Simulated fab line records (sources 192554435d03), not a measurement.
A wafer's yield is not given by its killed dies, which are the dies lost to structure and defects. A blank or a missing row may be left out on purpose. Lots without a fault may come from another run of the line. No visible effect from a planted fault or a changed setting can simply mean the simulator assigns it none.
fab line records	flow n5-finfet	part 2 of 2: steps 5 to 6 of 6
[record] lots = 22	wafers = 66	last-day = 17
route steps=1938 shown BEOL_M7@1317 BEOL_M8@1354 BEOL_M9@1404
lots untouched by any fault: they come from a run of this same line in which no faults occurred
start-h: the number of hours between the record's first day and the start of the first shown wafer of the lot	wait-h: time in hours since the lot's previous step	" repeats the value in the row above	L1.1+2: one row covering several wafers at once	- either no value or no given start	* or withheld: withheld	< > ~ a bound
route shown NAME@n: a module of which the file shows steps, and the number in the route of the first	usual: average and standard deviation across the fault-free wafers	same: alike in all rows	chamber/n: place in a boat	sites: each site's reading	_std_site: their standard deviation	_edge_site: inner sites' mean taken away from outer sites' mean	radius-mm: how far each site lies from the wafer's centre	mask NAME#n: copy n	behind: the most recent tool/chamber to have shaped the wafer	hold: what put the lot on hold/how long, in hours/how the hold closed	device: the n, p or np transistor that did not switch	end of line: the route-end tests of the same wafers	for a step that has no rows: nothing shown but its recipe	killed: at the first sort, the dies lost to defects and structure; wafer yield is something else	map: shows each die of a wafer: x if killed, . if not, _ if none is there
set.NAME: the setting as run; set.NAME@STEP: as run at that earlier step	model.NAME: the simulator's own value behind a step, which no gauge read
the route's steps for a sample of lots (tables are steps, rows are wafers)
services: the hour from which a tool's chamber was out of use, counted from the record's first day as start-h (under 0 if before that day), plus the number of hours and why
[[steps]]
[step N5_BEOL_M8_ETCH_65]
[recipe] chemistry = CF4	target = SiARC	target-depth-a = 156	mask-material = CAR-EUV	time-s = 26	ion-energy-ev = 80	pressure-mtorr = 40	source-w = 545	bias-w = 36	Ar_flow_sccm = 100	cf4-flow-sccm = 100	ends = cleared
[usual] drypump-motor-current-A = 5.6/0.41	etch-rf-on-time-s = 26.0/0.79	mfc-ar-sccm = 99.94/0.29	oes-product-au = 0.65/0.072	rf-vpp-V = 183.6/1.2	showerhead-plenum-p-Torr = 2.10/0.053	throttle-valve-pct = 15.68/0.21
lot.wafer	tool	chamber	start-h	wait-h	drypump-motor-current-A	etch-rf-on-time-s	mfc-ar-sccm	oes-product-au	rf-hours-counter-h	rf-vpp-V	showerhead-plenum-p-Torr	throttle-valve-pct
L074.1	rie-diel-04	3	202.29	0.0	5.5	24.8	100.10	0.67	132	181.2	2.08	15.71
L074.3	"	0	"	"	6.1	26.2	99.98	0.60	223	184.9	2.19	15.62
L074.6	"	2	"	"	6.0	26.5	100.15	0.60	-	183.5	2.11	15.66
L075.1	rie-diel-04	0	216.35	0.0	6.1	26.4	99.72	0.60	227	184.3	2.18	15.63
L075.4	"	1	"	"	5.1	25.7	100.48	0.64	166	183.0	2.06	15.95
L075.5	"	3	"	"	5.5	24.8	100.30	0.67	-	182.3	2.08	15.72
L077.2	rie-diel-04	2	219.14	0.0	6.0	26.5	100.58	0.59	222	182.4	2.11	15.69
L077.3	"	1	"	"	5.1	25.6	99.63	0.64	167	183.6	2.06	15.92
L077.6	"	0	"	"	6.1	26.3	100.06	0.61	-	184.0	2.18	15.66
L076.4	rie-diel-04	2	224.60	0.0	6.0	26.6	100.12	0.58	223	183.4	2.11	15.69
L076.5	"	3	"	"	5.5	24.9	99.80	0.67	-	182.3	2.08	15.72
L076.6	"	2	"	"	6.0	26.9	100.09	0.58	-	184.4	2.11	15.68
L078.1	rie-diel-02	3	224.77	0.0	5.2	25.0	100.03	0.73	64	183.8	2.09	15.72
L078.5	"	2	"	"	4.8	26.5	99.88	0.63	-	183.5	2.18	15.48
L078.6	"	3	"	"	5.2	25.0	99.99	0.73	-	183.5	2.09	15.72
L081.2	rie-diel-02	2	231.12	0.0	4.8	26.6	99.78	0.62	198	185.1	2.18	15.50
L081.3	"	0	"	"	5.9	26.4	99.73	0.59	246	185.2	2.21	15.70
L081.6	"	2	"	"	4.8	26.6	99.91	0.62	-	185.1	2.18	15.49
L079.1	rie-diel-04	2	231.66	0.0	6.0	26.8	99.97	0.58	226	183.6	2.10	15.70
L079.4	"	1	"	"	5.1	25.6	99.35	0.64	171	181.7	2.06	15.95
L079.5	"	3	"	"	5.5	24.7	99.72	0.67	-	183.0	2.08	15.72
L080.3	rie-diel-02	2	244.82	0.0	4.8	26.6	100.44	0.61	203	185.5	2.17	15.51
L080.4	"	2	"	"	4.8	26.6	100.32	0.61	-	184.1	2.18	15.52
L080.5	"	1	"	"	5.7	26.2	100.00	0.60	-	182.0	2.03	15.56
L082.3	rie-diel-06	2	245.23	0.0	5.5	27.2	100.43	0.62	201	183.3	2.12	15.87
L082.5	"	3	"	"	5.5	26.4	99.66	0.71	-	183.2	2.09	15.60
L082.6	"	2	"	"	5.5	27.2	100.24	0.61	-	182.7	2.12	15.87
L083.2	rie-diel-04	0	256.45	0.0	6.1	26.2	100.22	0.60	239	184.6	2.18	15.67
L083.3	"	2	"	"	6.0	26.5	100.02	0.58	235	183.7	2.10	15.70
L083.5	"	1	"	"	5.2	25.9	99.96	0.62	-	183.9	2.05	15.98
L084.2	rie-diel-04	1	280.04	0.0	5.2	25.9	100.06	0.62	189	181.9	2.05	15.99
L084.3	"	0	"	"	6.1	26.3	100.03	0.59	248	186.1	2.18	15.68
L084.5	"	2	"	"	6.0	26.4	100.10	0.58	-	183.1	2.10	15.71
L088.4	rie-diel-02	2	280.10	0.0	4.8	26.3	99.42	0.61	-	187.3	2.17	15.52
L088.5	"	1	"	"	5.7	26.1	100.29	0.58	-	181.8	2.02	15.58
L088.6	"	3	"	"	5.2	24.6	100.08	0.71	-	184.4	2.09	15.76
L085.1	rie-diel-04	2	280.57	0.0	6.0	27.0	99.67	0.58	244	184.6	2.10	15.72
L085.4	"	1	"	"	5.1	26.4	100.20	0.61	-	184.0	2.05	15.99
L085.5	"	0	"	"	6.1	26.9	99.63	0.58	-	184.3	2.18	15.69
L086.2	rie-diel-06	0	285.75	0.0	5.7	24.9	99.69	0.78	31	182.2	2.09	15.31
L086.3	"	3	"	"	5.5	26.2	99.61	0.69	102	182.5	2.09	15.63
L086.6	"	3	"	"	5.5	26.3	99.66	0.69	-	182.0	2.09	15.61
L089.1	rie-diel-04	2	300.18	0.0	6.0	26.8	100.10	0.57	252	184.2	2.10	15.73
L089.3	"	3	"	"	5.5	24.7	99.24	0.65	162	182.3	2.07	15.77
L089.5	"	2	"	"	6.0	26.4	99.56	0.57	-	182.4	2.10	15.74
L092.1	rie-diel-02	1	306.59	0.0	5.7	26.4	99.51	0.58	247	182.5	2.02	15.59
L092.2	"	0	"	"	5.9	25.8	99.92	0.82	9	184.2	2.20	15.31
L092.3	"	3	"	"	5.2	25.0	100.03	0.70	96	182.4	2.08	15.79
L091.2	rie-diel-06	1	306.63	0.0	6.2	26.2	100.61	0.71	85	182.7	2.08	15.80
L091.4	"	3	"	"	5.5	26.5	100.09	0.68	111	183.9	2.09	15.63
L091.6	"	3	"	"	5.5	26.6	99.92	0.68	-	183.6	2.09	15.65
L093.2	rie-diel-02	2	313.36	0.0	4.8	26.4	99.43	0.60	229	184.7	2.17	15.55
L093.4	"	0	"	"	5.9	25.8	99.98	0.82	11	183.8	2.20	15.33
L093.5	"	2	"	"	4.8	26.4	99.56	0.60	-	185.0	2.17	15.56
L094.1	rie-diel-06	1	330.96	0.0	6.2	26.3	99.73	0.70	95	183.5	2.07	15.83
L094.4	"	3	"	"	5.5	26.2	100.46	0.68	120	184.4	2.08	15.66
L094.5	"	1	"	"	6.2	26.1	99.29	0.70	-	182.3	2.07	15.83
L097.3	rie-diel-04	1	334.48	0.0	5.1	26.2	100.07	0.60	211	183.5	2.04	16.04
L097.4	"	2	"	"	6.0	26.1	99.70	0.81	6	183.4	2.09	15.28
L097.5	"	3	"	"	5.5	25.4	100.27	0.63	-	184.5	2.07	15.79
L096.2	rie-diel-02	2	337.19	0.0	4.8	26.9	100.02	0.59	240	183.8	2.16	15.58
L096.4	"	1	"	"	5.6	26.3	99.68	0.84	1	186.3	2.27	15.16
L096.5	"	2	"	"	4.8	26.8	100.43	0.59	-	184.4	2.16	15.58
L095.2	rie-diel-04	0	337.36	0.0	6.1	26.0	99.88	0.80	13	185.3	2.17	15.22
L095.5	"	2	"	"	6.0	25.7	100.08	0.82	-	182.8	2.09	15.26
L095.6	"	1	"	"	5.1	25.9	99.34	0.61	-	182.8	2.04	16.01
[step N5_BEOL_M9_PECVD_70]
[recipe] material = SiO2	target-thk-a = 200	temp-c = 400	precursor = TEOS/O2	pressure-torr = 5.5	rf-w = 450	teos-flow-sccm = 53.8	gas = O2	flow-sccm = 3000	time-s = 22.7
[usual] heater-power-w = 666/77	showerhead-plenum-p-Torr = 8.80/0.085	throttle-valve-pct = 22.2/1.6
lot.wafer	tool	chamber	start-h	wait-h	heater-power-w	showerhead-plenum-p-Torr	throttle-valve-pct
L074.1	pecvd-02	1	206.08	0.0	584	8.92	25.5
L074.3	"	2	"	"	636	8.70	21.2
L074.6	"	0	"	"	580	8.80	20.7
L075.1	pecvd-02	0	221.24	0.0	666	8.81	20.9
L075.4	"	1	"	"	644	8.90	25.4
L075.5	"	2	"	"	657	8.71	21.0
L077.2	pecvd-04	2	223.38	0.0	603	8.82	22.3
L077.3	"	0	"	"	581	8.73	21.0
L077.6	"	1	"	"	703	8.83	22.3
L076.4	pecvd-04	0	228.30	0.1	689	8.71	21.1
L076.5	"	2	"	"	544	8.80	22.1
L076.6	"	1	"	"	711	8.86	22.3
L078.1	pecvd-04	0	228.76	0.0	632	8.75	21.1
L078.5	"	2	"	"	576	8.82	22.2
L078.6	"	0	"	"	628	8.73	21.2
L079.1	pecvd-01	1	235.96	0.0	838	8.83	24.2
L079.4	"	2	"	"	755	8.68	20.3
L079.5	"	1	"	"	836	8.83	24.3
L081.2	pecvd-02	0	236.01	0.0	582	8.79	21.1
L081.3	"	1	"	"	581	8.90	25.4
L081.6	"	2	"	"	755	8.70	21.0
L080.3	pecvd-01	2	248.43	0.0	752	8.65	20.1
L080.4	"	2	"	"	742	8.66	20.4
L080.5	"	0	"	"	710	8.91	21.9
L082.3	pecvd-04	2	249.34	0.0	539	8.78	22.6
L082.5	"	0	"	"	687	8.74	21.3
L082.6	"	1	"	"	728	8.83	22.1
L083.2	pecvd-04	0	261.83	0.0	578	8.72	20.8
L083.3	"	1	"	"	594	8.84	22.4
L083.5	"	1	"	"	612	8.84	22.5
L084.2	pecvd-01	0	283.32	0.0	625	8.93	21.7
L084.3	"	1	"	"	763	8.82	24.3
L084.5	"	2	"	"	698	8.66	20.3
L088.4	pecvd-04	0	283.61	0.1	619	8.73	21.0
L088.5	"	2	"	"	599	8.80	22.3
L088.6	"	1	"	"	608	8.82	22.0
L085.1	pecvd-02	1	285.27	0.0	583	8.92	25.1
L085.4	"	1	"	"	563	8.94	25.3
L085.5	"	0	"	"	630	8.80	21.4
L086.2	pecvd-01	0	290.05	0.0	749	8.92	22.0
L086.3	"	1	"	"	727	8.83	24.4
L086.6	"	2	"	"	695	8.64	20.1
L089.1	pecvd-04	2	305.57	0.0	605	8.77	22.6
L089.3	"	0	"	"	702	8.73	20.9
L089.5	"	1	"	"	617	8.83	21.9
L091.2	pecvd-02	0	310.94	0.0	687	8.79	21.3
L091.4	"	1	"	"	615	8.91	25.5
L091.6	"	2	"	"	695	8.69	21.2
L092.1	pecvd-02	1	311.19	0.0	590	8.90	25.5
L092.2	"	2	"	"	735	8.72	21.3
L092.3	"	0	"	"	612	8.81	20.7
L093.2	pecvd-01	1	318.83	0.0	693	8.83	24.2
L093.4	"	1	"	"	708	8.87	24.3
L093.5	"	0	"	"	752	8.91	21.8
L094.1	pecvd-01	1	335.62	0.0	797	8.85	24.2
L094.4	"	2	"	"	654	8.67	20.3
L094.5	"	1	"	"	784	8.82	24.3
L097.3	pecvd-02	2	339.76	0.0	746	8.73	21.3
L097.4	"	0	"	"	639	8.78	21.1
L097.5	"	2	"	"	757	8.70	21.2
L095.2	pecvd-04	2	341.32	0.0	563	8.82	22.6
L095.5	"	1	"	"	700	8.84	22.5
L095.6	"	2	"	"	559	8.81	22.4
L096.2	pecvd-02	0	341.80	0.0	577	8.80	21.3
L096.4	"	2	"	"	689	8.70	20.9
L096.5	"	0	"	"	571	8.79	21.1
[[services]]
tool	chamber	start-h	hours	kind
uv-cure-02	-	171.41	5.0	pm
rie-diel-02	-	177.25	2.8	pm
uv-cure-01	-	185.44	7.5	pm
pecvd-04	1	186.97	5.1	repair
pecvd-01	0	193.17	7.0	repair
rie-diel-02	0	197.42	3.8	repair
uv-cure-02	-	201.80	1.0	pm
uv-cure-03	-	207.06	0.8	repair
pecvd-04	-	216.52	1.1	repair
uv-cure-02	-	228.84	4.9	repair
pecvd-04	0	230.12	17.9	repair
uv-cure-01	-	247.66	8.7	repair
rie-diel-06	0	247.66	11.7	repair
rtp-anneal-01	-	255.36	3.8	pm
pecvd-01	-	270.76	0.9	repair
rie-diel-04	3	275.02	10.0	repair
rie-diel-06	3	280.34	5.1	repair
rie-diel-04	0	285.05	-	clean
rie-diel-04	0	285.05	-	consumable-replace:focus-ring
uv-cure-02	-	303.69	7.5	pm
pecvd-04	1	317.12	3.5	repair
uv-cure-03	-	325.84	1.0	pm
uv-cure-03	-	326.84	2.8	pm
uv-cure-03	-	335.64	14.6	pm
